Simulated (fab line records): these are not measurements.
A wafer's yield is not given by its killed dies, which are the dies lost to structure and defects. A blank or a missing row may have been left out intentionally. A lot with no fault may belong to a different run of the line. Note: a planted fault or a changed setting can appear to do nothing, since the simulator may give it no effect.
fab line records + flow n5_finfet
record
- lots=4
- wafers=12
- last_day=17
route steps=1938 shown MOL_CONTACT_COAG@551 BEOL_M4@1111
lots with no fault: from the same line, run without faults
start_h: hours from the record's opening day to when the first of the lot's shown wafers began + wait_h: hours from the lot's prior step to this one + " identical to the entry in the row above + L1.1+2: a row that stands for several wafers + - no value, or no start given + * or withheld: withheld + < > ~ a bound
route shown NAME@n: names a module that has steps shown in the file, with the first one's number in the route + usual: mean/standard deviation taken from wafers without a fault + same: alike in all rows + chamber/n: place in a boat + sites: the reading at each site + _std_site: standard deviation of those values + _edge_site: inner sites' mean taken away from outer sites' mean + radius_mm: for every site, how far away it sits from the centre of the wafer + mask NAME#n: copy n + behind: tool/chamber where the wafer was last shaped + hold: cause of the lot's hold/its duration in hours/its outcome + device: names the non-switching transistor (n, p or np) + end of line: the tests these same wafers got at the end of their route + where a step has no rows: the recipe by itself + killed: the dies lost at the first sort to structure and to defects; this is not the yield of the wafer + map: shows each die of a wafer: x if killed, . if not, _ if none is there
set.NAME: the run value of the setting; set.NAME@STEP: its run value at that earlier step + model.NAME: the simulator's own value behind a step, which no gauge read
lots seen at some steps along the route; tables by step, rows by wafer
services: a tool's chamber out of use, with start hour (start_h, from the record's first day; less than 0 if before it), hours out, and reason
## steps
# step N5_MOL_CONTACT_COAG_SPUTTER_130
# recipe
- material=Co
- target_thk_a=475
- temp_c=25
- chamber_pressure_pa=0.5
- power_w=3000
# step N5_MOL_CONTACT_COAG_PRECLEAN_125
# recipe
- chemistry=DIW
- time_s=57.5
- temp_c=23
# step N5_MOL_CONTACT_COAG_SRD_126
# recipe
- dry_time_s=32
- dry=n2_spin
- spin_rpm=1500
# step N5_MOL_CONTACT_COAG_CMP_23
# recipe
- stop_on=SiO2
- t_overpolish_s=1.5
- post_cmp_clean=cu_alkaline
- down_force_psi=2
- platen_rpm=50.289
- pad_velocity_m_s=1.0006
- target_thk_nm=0
# step N5_MOL_CONTACT_COAG_WET_ETCH_26
# recipe
- target=Co
- target_depth_nm=13
# step N5_MOL_CONTACT_COAG_WET_ETCH_116
# recipe
- chemistry=SC1-inhibited
- target_depth_nm=4.6
- dry=ipa_marangoni
- rinse_time_s=30
- rinse_temp_c=23
# step N5_MOL_CONTACT_COAG_ALD_27
# recipe
- material=SiOC
- target_thk_a=170
- temp_c=400
- ald_precursor_family=carbosiloxane
- ald_co_reactant=H2-plasma
- pulse_time_s=1.5
- time_s=2720
- purge_time_s=2
- co_reactant_purge_time_s=2
- ald_cycles=340
- pressure_torr=2
# step N5_MOL_CONTACT_COAG_CMP_28
# recipe
- stop_on=SiNx
- t_overpolish_s=0.85
- post_cmp_clean=alkaline_brush
- down_force_psi=4.15
- platen_rpm=51.8
- pad_velocity_m_s=1.0307
- target_thk_nm=14.522
# step N5_MOL_CONTACT_COAG_ALD_123
# recipe
- material=SiNx
- target_thk_a=50
- temp_c=400
- ald_precursor_family=SiH2I2
- ald_co_reactant=N2/H2-plasma
- pulse_time_s=1
- purge_time_s=2
- co_reactant_purge_time_s=2
- ald_cycles=100
- pressure_torr=2
# step N5_MOL_CONTACT_COAG_PECVD_31
# recipe
- material=SiO2
- target_thk_a=460
- temp_c=400
- precursor=TEOS/O2
- pressure_torr=6.5
- rf_w=withheld
- teos_flow_sccm=withheld
- gas=O2
- flow_sccm=2650
- time_s=8.9
# usual
- susceptor_temp_C=399.99/0.22
| lot.wafer | tool     | chamber | start_h | wait_h | susceptor_temp_C | model.SiO2_of_MOL_CONTACT_COAG_PECVD_31.thk_nm |
|-----------|----------|---------|---------|--------|------------------|------------------------------------------------|
| L636.1    | pecvd-01 | 1       | 173.97  | 0.3    | 400.08           | 45.6                                           |
| L636.5    | "        | 0       | "       | "      | 409.56           | 44                                             |
| L636.6    | "        | 1       | "       | "      | 399.89           | 46.4                                           |
| L638.3    | pecvd-01 | 2       | 181.42  | 0.3    | 399.55           | 45.4                                           |
| L638.4    | "        | 0       | "       | "      | 409.96           | 43.4                                           |
| L638.6    | "        | 2       | "       | "      | 399.93           | 46.6                                           |
| L641.1    | pecvd-02 | 1       | 199.87  | 0.3    | 400.15           | 46                                             |
| L641.5    | "        | 0       | "       | "      | 399.98           | 47                                             |
| L641.6    | "        | 2       | "       | "      | 399.74           | 47.4                                           |
| L645.2    | pecvd-02 | 1       | 222.13  | 0.3    | 399.72           | 45                                             |
| L645.5    | "        | 2       | "       | "      | 400.10           | 46.2                                           |
| L645.6    | "        | 0       | "       | "      | 400.03           | 47.2                                           |
# step N5_MOL_CONTACT_COAG_COAT_75
# recipe
- resist=SOC
- temp_c=250
- time_s=60
- spin_rpm=1500
- resist_thk_nm=60
# step N5_MOL_CONTACT_COAG_COAT_76
# recipe
- resist=SiARC
- temp_c=220
- time_s=60
- spin_rpm=1500
- resist_thk_nm=10
# step N5_MOL_CONTACT_COAG_COAT_77
# recipe
- resist=underlayer
- temp_c=205
- time_s=60
- spin_rpm=1500
- resist_thk_nm=10
# step N5_MOL_CONTACT_COAG_COAT_78
# recipe
- resist=CAR-EUV
- spin_rpm=1500
- resist_thk_nm=40
# step N5_MOL_CONTACT_COAG_EBR_80
# recipe
- solvent=PGMEA
- ebr_width_mm=1.5
# step N5_MOL_CONTACT_COAG_SOFTBAKE_79
# recipe
- temp_c=110
- time_s=60
- resist=CAR-EUV
# step N5_MOL_CONTACT_COAG_EXPOSE_81
# recipe
- mask_id=VG
- na=0.33
- source_shape=annular
- sigma_inner=0.3
- sigma_outer=0.7
- polarization=unpolarized
- defocus_nm=0
- dose_mj=59.5
# step N5_MOL_CONTACT_COAG_PEB_82
# recipe
- peb_temp_c=100
- peb_time_s=60
- resist=CAR-EUV
# step N5_MOL_CONTACT_COAG_DEVELOP_83
# recipe
- develop_time_s=30
- developer=TMAH
- resist=CAR-EUV
- rinse_liquid=surfactant_rinse
- dry=air_spin
- dev_temp_c=23
# step N5_MOL_CONTACT_COAG_DESCUM_88
# recipe
- chemistry=O2
- time_s=7
- source_power_w=50
- bias_power_w=20
- pressure_mtorr=20
- rf_frequency_hz=2.712e+07
- temp_c=40
- resist=CAR-EUV
- o2_flow_sccm=225
# step N5_MOL_CONTACT_COAG_ETCH_89
# recipe
- chemistry=N2/H2
- target=underlayer
- target_depth_a=130
- mask_material=CAR-EUV
- time_s=10.4
- ion_energy_ev=200
- pressure_mtorr=30
- source_w=840
- bias_w=150
- n2_flow_sccm=200
- h2_flow_sccm=200
- ends=cleared
# step N5_MOL_CONTACT_COAG_ETCH_90
# recipe
- chemistry=CF4
- target=SiARC
- target_depth_a=130
- mask_material=CAR-EUV
- time_s=21.7
- ion_energy_ev=80
- pressure_mtorr=40
- source_w=545
- bias_w=36
- Ar_flow_sccm=100
- cf4_flow_sccm=100
- ends=cleared
# step N5_MOL_CONTACT_COAG_ALD_131
# recipe
- material=SiO2
- target_thk_a=50
- temp_c=100
- ald_precursor_family=BDEAS
- ald_co_reactant=O2-plasma
- pulse_time_s=1
- co_reactant_pulse_time_s=1
- purge_time_s=2
- co_reactant_purge_time_s=2
- ald_cycles=35
- pressure_torr=2
# step N5_MOL_CONTACT_COAG_ETCHBACK_132
# recipe
- chemistry=CHF3
- target=SiO2
- target_depth_a=100
- time_s=6.7
- ion_energy_ev=200
- pressure_mtorr=30
- source_w=610
- bias_w=170
- Ar_flow_sccm=200
- CHF3_flow_sccm=50
# step N5_MOL_CONTACT_COAG_ETCH_91
# recipe
- chemistry=N2/H2
- target=SOC
- target_depth_a=600
- overetch_a=210
- mask_material=SiARC
- temp_c=40
- time_s=101.2
- ion_energy_ev=200
- pressure_mtorr=30
- source_w=840
- bias_w=150
- n2_flow_sccm=200
- h2_flow_sccm=200
# step N5_MOL_CONTACT_COAG_STRIP_92
# recipe
- chemistry=N2/H2
- temp_c=40
- n2_flow_sccm=200
- h2_flow_sccm=200
- rf_frequency_hz=6e+07
# step N5_MOL_CONTACT_COAG_STRIP_93
# recipe
- chemistry=N2/H2
- temp_c=40
- n2_flow_sccm=200
- h2_flow_sccm=200
- rf_frequency_hz=6e+07
# step N5_MOL_CONTACT_COAG_ETCHBACK_135
# recipe
- chemistry=CHF3
- target=SiO2
- target_depth_a=250
- time_s=16.7
- ion_energy_ev=200
- pressure_mtorr=30
- source_w=610
- bias_w=170
- Ar_flow_sccm=200
- CHF3_flow_sccm=50
# step N5_MOL_CONTACT_COAG_STRIP_118
# recipe
- chemistry=CHF3
- resist=SiARC
- rf_frequency_hz=6e+07
# step N5_MOL_CONTACT_COAG_VIA_ETCH_46
# recipe
- chemistry=C4F6/O2
- target_depth_a=460
- overetch_a=92
- mask_material=SOC
- target=SiO2
- bias_w=455
- pressure_mtorr=10
- time_s=40
- source_w=325
- Ar_flow_sccm=300
- C4F6_flow_sccm=10
- O2_flow_sccm=10
- ion_energy_ev=575.3
- ends=end_point
# usual
- drypump_motor_current_A=5.6/0.45
- oes_product_au=0.69/0.057
- rf_vpp_V=1581/26
- showerhead_plenum_p_Torr=2.88/0.079
- throttle_valve_pct=40.8/0.34
| lot.wafer | tool        | chamber | start_h | wait_h | drypump_motor_current_A | oes_product_au | rf_hours_counter_h | rf_vpp_V | showerhead_plenum_p_Torr | throttle_valve_pct | model.etch.depth_nm |
|-----------|-------------|---------|---------|--------|-------------------------|----------------|--------------------|----------|--------------------------|--------------------|---------------------|
| L636.1    | rie_diel-03 | 0       | 174.91  | 0.0    | 5.3                     | 0.71           | 103                | 1569     | 2.98                     | 40.3               | 45.54               |
| L636.5    | "           | 1       | "       | "      | 5.4                     | 0.68           | -                  | 1602     | 2.83                     | 40.3               | 43.96               |
| L636.6    | "           | 2       | "       | "      | 5.2                     | 0.68           | -                  | 1576     | 2.83                     | 40.6               | 46.48               |
| L638.3    | rie_diel-01 | 0       | 182.35  | 0.0    | 5.8                     | 0.67           | 162                | 1548     | 2.84                     | 40.8               | 45.35               |
| L638.4    | "           | 1       | "       | "      | 5.0                     | 0.60           | 241                | 1582     | 2.93                     | 41.2               | 43.41               |
| L638.6    | "           | 0       | "       | "      | 5.9                     | 0.68           | -                  | 1547     | 2.84                     | 40.8               | 46.52               |
| L641.1    | rie_diel-04 | 3       | 200.95  | 0.0    | 5.9                     | 0.64           | 214                | 1592     | 2.92                     | 40.6               | 46.05               |
| L641.5    | "           | 1       | "       | "      | 6.0                     | 0.76           | -                  | 1614     | 2.91                     | 41.4               | 47                  |
| L641.6    | "           | 2       | "       | "      | 6.1                     | 0.63           | -                  | 1617     | 2.80                     | 40.5               | 47.31               |
| L645.2    | rie_diel-04 | 1       | 223.07  | 0.0    | 6.0                     | 0.73           | 57                 | 1612     | 2.90                     | 41.4               | 45.03               |
| L645.5    | "           | 1       | "       | "      | 6.0                     | 0.74           | -                  | 1614     | 2.90                     | 41.4               | 46.2                |
| L645.6    | "           | 3       | "       | "      | 5.9                     | 0.64           | -                  | 1592     | 2.92                     | 40.6               | 47.14               |
# step N5_MOL_CONTACT_COAG_STRIP_96
# recipe
- chemistry=N2/H2
- power_w=500
- temp_c=40
- pressure_mtorr=50
- rf_frequency_hz=6e+07
- overash_fraction=0.3
- bias_power_w=28
- h2_frac=0.5
- n2_flow_sccm=300
- h2_flow_sccm=300
# step N5_MOL_CONTACT_COAG_ETCH_47
# recipe
- chemistry=CH3F/O2
- target=SiNx
- target_depth_a=270
- mask_material=SiO2
- stop_on=W
- over_etch_frac=0.2
- ion_energy_ev=120
- endpoint=OES-CN
- pressure_mtorr=30
- source_w=395
- bias_w=73
- Ar_flow_sccm=150
- CH3F_flow_sccm=30
- O2_flow_sccm=20
- ends=end_point
# step N5_MOL_CONTACT_COAG_STRIP_119
# recipe
- chemistry=N2/H2
- time_s=30
- power_w=1000
- temp_c=250
- pressure_mtorr=withheld
- n2_flow_sccm=1750
- h2_flow_sccm=3250
# step N5_MOL_CONTACT_COAG_PRECLEAN_144
# recipe
- chemistry=alkaline_clean
- temp_c=60
- time_s=60
- do_ppb=50
# step N5_MOL_CONTACT_COAG_SRD_145
# recipe
- dry=ipa_marangoni
- time_s=30
- temp_c=23
- rinse_liquid=diw
# step N5_MOL_CONTACT_COAG_CMP_52
# recipe
- stop_on=SiO2
- t_overpolish_s=1.5
- post_cmp_clean=w_dilute_nh4oh
- down_force_psi=4
- platen_rpm=50.289
- pad_velocity_m_s=1.0006
- target_thk_nm=66.5
# usual
- edge_zone_pressure_frac=1.000/0.0043
- motor_current_A=11.8/1
| lot.wafer | tool   | chamber | start_h | wait_h | edge_zone_pressure_frac | motor_current_A | model.SiO2_of_MOL_CONTACT_COAG_PECVD_31.thk_nm |
|-----------|--------|---------|---------|--------|-------------------------|-----------------|------------------------------------------------|
| L636.1    | cmp-04 | 0       | 177.03  | 0.1    | 0.998                   | 11.6            | 43.4                                           |
| L636.5    | "      | 2       | "       | "      | 0.999                   | 11.5            | 41.8                                           |
| L636.6    | "      | 3       | "       | "      | 0.995                   | 11.1            | 44.4                                           |
| L638.3    | cmp-01 | 0       | 184.55  | 0.0    | 0.995                   | 11.2            | 43.4                                           |
| L638.4    | "      | 1       | "       | "      | 1.000                   | 10.9            | 41.4                                           |
| L638.6    | "      | 0       | "       | "      | 1.002                   | 10.6            | 44.4                                           |
| L641.1    | cmp-01 | 0       | 203.21  | 0.1    | 1.006                   | 11.1            | 44                                             |
| L641.6    | "      | 2       | "       | "      | 0.993                   | 10.8            | 45.2                                           |
| L641.5    | "      | 3       | "       | "      | 1.004                   | 12.7            | 45                                             |
| L645.2    | cmp-04 | 3       | 225.28  | 0.1    | 1.006                   | 10.8            | 43                                             |
| L645.5    | "      | 1       | "       | "      | 0.999                   | 13.5            | 44.2                                           |
| L645.6    | "      | 2       | "       | "      | 1.002                   | 11.4            | 45                                             |
# step N5_MOL_CONTACT_COAG_THK_MEAS_53
# recipe
- reads=SiO2_of_MOL_CONTACT_COAG_PECVD_31
# usual
- VIA_MOL_THK=44.3/0.58
| lot.wafer | tool          | chamber | start_h | wait_h | VIA_MOL_THK[nm] |
|-----------|---------------|---------|---------|--------|-----------------|
| L636.1    | film_metro-01 | -       | 177.25  | -      | 43.4            |
| L636.5    | "             | -       | "       | "      | 41.9            |
| L636.6    | "             | -       | "       | "      | 44.4            |
| L638.3    | film_metro-01 | -       | 184.85  | -      | 43.3            |
| L638.4    | "             | -       | "       | "      | 41.4            |
| L638.6    | "             | -       | "       | "      | 44.4            |
| L641.1    | film_metro-02 | -       | 203.42  | -      | 44.0            |
| L641.5    | "             | -       | "       | "      | 45.0            |
| L641.6    | "             | -       | "       | "      | 45.2            |
| L645.2    | film_metro-01 | -       | 225.50  | -      | 43.0            |
| L645.5    | "             | -       | "       | "      | 44.1            |
| L645.6    | "             | -       | "       | "      | 45.0            |
# step N5_BEOL_M4_RC_MEAS_101
# usual
- DIBL_N=36.2/1.7
- DIBL_P=36.2/2.2
- IOFF_N=0.16/0.035
- IOFF_P=0.21/0.042
- ION_N=673/13
- ION_P=462/7.9
- SS_N=71.4/0.59
- SS_P=73.2/0.7
- VT_N=250/3.6
- VT_P=-251/3.5
| lot.wafer | tool      | chamber | start_h | wait_h | DIBL_N[mV/V] | DIBL_P[mV/V] | IOFF_N[nA/um] | IOFF_P[nA/um] | ION_N[uA/um] | ION_P[uA/um] | SS_N[mV/dec] | SS_P[mV/dec] | VT_N[mV] | VT_P[mV] |
|-----------|-----------|---------|---------|--------|--------------|--------------|---------------|---------------|--------------|--------------|--------------|--------------|----------|----------|
| L636.1    | prober-02 | 0       | 244.11  | 0.0    | 36.4         | 36.5         | 0.14          | 0.18          | 672          | 457          | 70.7         | 73.1         | 250      | -256     |
| L636.5    | "         | 0       | "       | "      | 36.0         | 36.5         | 0.13          | 0.18          | 668          | 458          | 70.6         | 74.5         | 250      | -254     |
| L636.6    | "         | 0       | "       | "      | 36.7         | 36.5         | 0.15          | 0.19          | 678          | 465          | 71.2         | 73.4         | 253      | -253     |
| L638.3    | prober-01 | 0       | 245.22  | 0.3    | 35.2         | 36.0         | 0.14          | 0.21          | 666          | 472          | 71.5         | 72.7         | 253      | -250     |
| L638.4    | "         | 0       | "       | "      | 35.0         | 37.0         | 0.14          | 0.23          | 663          | 470          | 71.2         | 73.3         | 250      | -245     |
| L638.6    | "         | 0       | "       | "      | 36.5         | 37.8         | 0.15          | 0.24          | 677          | 471          | 71.5         | 73.4         | 250      | -246     |
| L641.1    | prober-02 | 0       | 276.94  | 0.0    | 35.1         | 35.7         | 0.15          | 0.21          | 662          | 457          | 71.4         | 72.8         | 250      | -249     |
| L641.5    | "         | 0       | "       | "      | 34.8         | 35.5         | 0.15          | 0.21          | 669          | 461          | 71.2         | 72.5         | 249      | -251     |
| L641.6    | "         | 0       | "       | "      | 37.0         | 37.2         | 0.18          | 0.24          | 681          | 465          | 71.5         | 73.2         | 247      | -249     |
| L645.2    | prober-01 | 0       | 302.35  | 0.2    | 37.6         | 36.4         | 0.15          | 0.23          | 666          | 464          | 71.0         | 72.8         | 252      | -248     |
| L645.5    | "         | 0       | "       | "      | 36.7         | 34.8         | 0.15          | 0.21          | 678          | 466          | 71.3         | 72.7         | 248      | -251     |
| L645.6    | "         | 0       | "       | "      | 36.3         | 34.9         | 0.13          | 0.20          | 673          | 466          | 71.0         | 73.6         | 252      | -249     |
## services
| tool        | chamber | start_h | hours | kind                           |
|-------------|---------|---------|-------|--------------------------------|
| rie_diel-03 | -       | 150.21  | 4.3   | pm                             |
| rie_diel-04 | 1       | 161.52  | 5.3   | repair                         |
| pecvd-01    | 2       | 169.32  | 2.1   | scheduled_down                 |
| rie_diel-03 | 3       | 180.27  | -     | clean                          |
| rie_diel-03 | 3       | 180.27  | -     | consumable_replace:focus_ring  |
| rie_diel-03 | 3       | 180.27  | 28.1  | scheduled_down                 |
| pecvd-02    | -       | 181.06  | 0.7   | repair                         |
| pecvd-01    | -       | 191.71  | 0.4   | repair                         |
| rie_diel-01 | 3       | 191.98  | 14.3  | repair                         |
| pecvd-01    | 2       | 202.38  | -     | clean                          |
| pecvd-01    | 2       | 202.38  | -     | consumable_replace:showerhead  |
| pecvd-01    | 2       | 202.38  | 29.0  | scheduled_down                 |
| pecvd-01    | 2       | 202.38  | 29.0  | vent_cycle                     |
| cmp-04      | -       | 206.72  | 4.0   | pm                             |
| rie_diel-04 | 2       | 210.28  | -     | clean                          |
| rie_diel-04 | 2       | 210.28  | -     | consumable_replace:focus_ring  |
| rie_diel-04 | 2       | 210.28  | 22.0  | scheduled_down                 |
| rie_diel-04 | 2       | 210.28  | 22.0  | vent_cycle                     |
| cmp-04      | -       | 210.72  | -     | consumable_replace:conditioner |
| cmp-04      | -       | 210.72  | -     | consumable_replace:pad         |
| cmp-04      | -       | 211.32  | 2.4   | repair                         |
| rie_diel-03 | -       | 211.67  | 1.7   | repair                         |
| pecvd-02    | 2       | 213.72  | 5.5   | scheduled_down                 |
| cmp-04      | -       | 220.99  | 1.0   | repair                         |
## key
first_sign
- step=N5_MOL_CONTACT_COAG_PECVD_31
- reading=susceptor_temp_C
- direction=up
- sigmas=45
- usual=*
- struck=*
effect
- step=N5_MOL_CONTACT_COAG_THK_MEAS_53
- reading=VIA_MOL_THK
- direction=down
- sigmas=4.6
- usual=44.3
- struck=41.6
model_effect
- step=N5_MOL_CONTACT_COAG_PECVD_31
- value=SiO2_of_MOL_CONTACT_COAG_PECVD_31.thk_nm
- without=46.5
- struck=43.7
model_effect
- step=N5_MOL_CONTACT_COAG_VIA_ETCH_46
- value=etch.depth_nm
- without=46.48
- struck=43.68
model_effect
- step=N5_MOL_CONTACT_COAG_CMP_52
- value=SiO2_of_MOL_CONTACT_COAG_PECVD_31.thk_nm
- without=44.4
- struck=41.6
met_at N5_MOL_CONTACT_COAG_PECVD_31
struck_wafers L636.5,L638.4
fault
- kind=process_parameter_drift
- tool=pecvd-01
- chamber=0
- onset_h=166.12
- steps=N5_MOL_CONTACT_COAG_PECVD_31
- channel=temp_c
- offset=*
- shape=step
- end_h=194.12
- acts_in=*
- stated=*
